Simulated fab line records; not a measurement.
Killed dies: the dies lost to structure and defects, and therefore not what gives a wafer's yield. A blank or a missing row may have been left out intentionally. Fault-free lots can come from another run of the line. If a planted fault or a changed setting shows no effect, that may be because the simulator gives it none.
Lot-split experiment    flow n5-finfet    route with 1938 steps; 7 lots, 21 wafers read

## SPLIT DETAILS
At N5_MIM_TOP_LITHO_EXPOSE_05 (exposes mask MIM TOP, target cd 2000 nm), the setting dose-mj was moved away from the recipe's 20.5 on 8 of the 21 wafers read, by -6.3% to +4.6%. The other wafers ran this setting at the recipe's value.

## FROM THE SPLIT TO THE READING: what the file shows between them, 2 steps
- N5_MIM_TOP_LITHO_DEVELOP_07: develop time 60 s (also split here: develop-time-s)
- N5_MIM_TOP_LITHO_HARDBAKE_09: time 120 s

## THE READING
cd-nm (nm) at N5_MIM_TOP_LITHO_CD_MEAS_08, where the cd target is 2000 nm. Fault-free wafers of this fab line usually give 1998.9 nm, standard deviation 2.1 nm.

wafer   tool, chamber at the split  dose-mj as run  against the recipe  cd-nm, nm  against lot-mates on the recipe
L077.1  krf-scanner-01, 0           20.5            recipe              2002.2     -
L077.2  krf-scanner-01, 0           20.5            recipe              1998.4     -
L077.3  krf-scanner-01, 0           20.5            recipe              1999.1     -
L076.2  krf-scanner-02, 0           20.5            recipe              1997.3     -
L076.4  krf-scanner-02, 0           20.5            recipe              1999.7     -
L076.6  krf-scanner-02, 0           20.5            recipe              2000.2     -
L080.2  krf-scanner-02, 0           20.03           -2.3%               2001.1     no lot-mate on the recipe
L080.4  krf-scanner-02, 0           20.03           -2.3%               2002.1     no lot-mate on the recipe
L080.5  krf-scanner-02, 0           20.03           -2.3%               2002.2     no lot-mate on the recipe
L090.3  krf-scanner-01, 0           21.45           +4.6%               1991.7     -8.0
L090.4  krf-scanner-01, 0           20.5            recipe              1999.2     -
L090.6  krf-scanner-01, 0           20.5            recipe              2000.3     -
L094.1  krf-scanner-01, 0           20.5            recipe              1998.6     -
L094.3  krf-scanner-01, 0           21.22           +3.5%               1992.2     -6.4
L094.5  krf-scanner-01, 0           21.22           +3.5%               1993.6     -5.0
L093.1  krf-scanner-01, 0           20.5            recipe              1999.4     -
L093.4  krf-scanner-01, 0           20.5            recipe              1997.9     -
L093.5  krf-scanner-01, 0           20.5            recipe              1998.7     -
L097.2  krf-scanner-01, 0           19.2            -6.3%               2011.4     +14.0
L097.3  krf-scanner-01, 0           20.5            recipe              1997.4     -
L097.4  krf-scanner-01, 0           19.2            -6.3%               2008.9     +11.5

THE FIT
A straight line over all 21 wafers: cd-nm changes by -1.67 nm for each +1% of dose-mj; r = -0.96; the points scatter about the line by 1.3 nm.
The same after taking each lot's own level away (the mean of its wafers on the recipe; 18 wafers): -1.89 nm for each +1%; r = -0.98; scatter 1.2 nm.
According to that fit, moving dose-mj by its largest amount changes the reading by 12 nm.
Measured against the standard deviation above, the lots' own levels, which go from 1997.40 to 1999.90 nm, span 1.2 times it.
So the slope is not independent of the lot-to-lot level: the two fits are not the same.
Check: +11.1 nm against its lot-mates is what the line predicts for one of the wafers moved furthest among these (-6.3%) when that wafer is left out of the fit. Against them it came out at +14 nm.

## OTHER SPLITS APPLIED TO THESE WAFERS
Before the reading, these wafers also passed through other splits. Each is held against what the fit with the lots' levels taken away leaves over:
other split on the same wafers              wafers away from the commonest value  r with cd-nm (lot level and that fit taken away)
N5_BEOL_M14_EXPOSE_25 dose-mj               5                                     +0.05
N5_BEOL_M14_TRENCH_ETCH_34 time-s           6                                     -0.01
N5_BEOL_M14_SPUTTER_45 power-w              4                                     -0.19
N5_BEOL_M15_ILD_DEP_00 time-s               7                                     +0.17
N5_MIM_TOP_LITHO_DEVELOP_07 develop-time-s  9                                     -0.44

## THE WHOLE CHAIN: every reading that the file lists as answering this split, in the file's order
step                         what it does              reading                                                               change (the file's fit)               r (the file's)
N5_MIM_TOP_LITHO_CD_MEAS_08  target cd 2000 nm         cd-nm                                                                 -1.87 nm for each +1% of the setting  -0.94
N5_MIM_TOP_LITHO_DESCUM_10   chemistry O2, time 7.9 s  MIM_TOP_LITHO.cd-nm (the simulator's own value, which no gauge read)  -1.88 nm for each +1% of the setting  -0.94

## FILE'S OWN FIT
cd-nm changes by -1.87 nm for each +1% of dose-mj, r = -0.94.
